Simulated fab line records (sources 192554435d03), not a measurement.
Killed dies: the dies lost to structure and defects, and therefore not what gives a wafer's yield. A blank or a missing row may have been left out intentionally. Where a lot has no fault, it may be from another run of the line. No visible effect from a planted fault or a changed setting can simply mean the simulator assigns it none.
Matching of chambers	flow n5-finfet	4 sister chambers for N5_SDB_ETCH_25 on rie-diel-06
The step etches SiO2 in C4F6/O2, target depth 10 nm, time 3.3 s. 4 wafers are shown with their chamber, then 9 later ones without.

== WAFERS, EACH WITH ITS CHAMBER ==
wafer	chamber	showerhead-plenum-p-Torr (Torr)
L080.1	2	2.80
L086.1	1	2.83
L086.2	0	3.02
L086.6	3	2.70

== WAFERS WITH NO CHAMBER GIVEN ==
wafer	showerhead-plenum-p-Torr (Torr)
L085.3	3.02
L085.4	2.70
L085.6	2.80
L090.1	2.83
L090.2	3.02
L090.4	2.79
L094.1	3.02
L094.3	2.79
L094.4	3.02

== THE CHAMBER EACH PASSED THROUGH ==
wafer	from the rows above	in truth
L085.3	0	0
L085.4	3	3
L085.6	2	2
L090.1	1	1
L090.2	0	0
L090.4	2	2
L094.1	0	0
L094.3	2	2
L094.4	0	0
Correctly placed: 9 of 9. Left unplaced by these rows: 0. Placed wrongly: 0.
How it was worked out, from the rows above alone: a wafer's distance from a chamber is the root of the sum, over the readings, of the square of ((its reading less the chamber's mean) divided by the reading's scatter). If the next closest chamber is less than 2 further off than the closest, the wafer can't be placed; otherwise it belongs to the closest. A chamber's mean is the mean of its shown wafers. The scatter: with one shown wafer a chamber, the root of the mean of the squares of how far each hidden wafer lies from its nearest shown one.
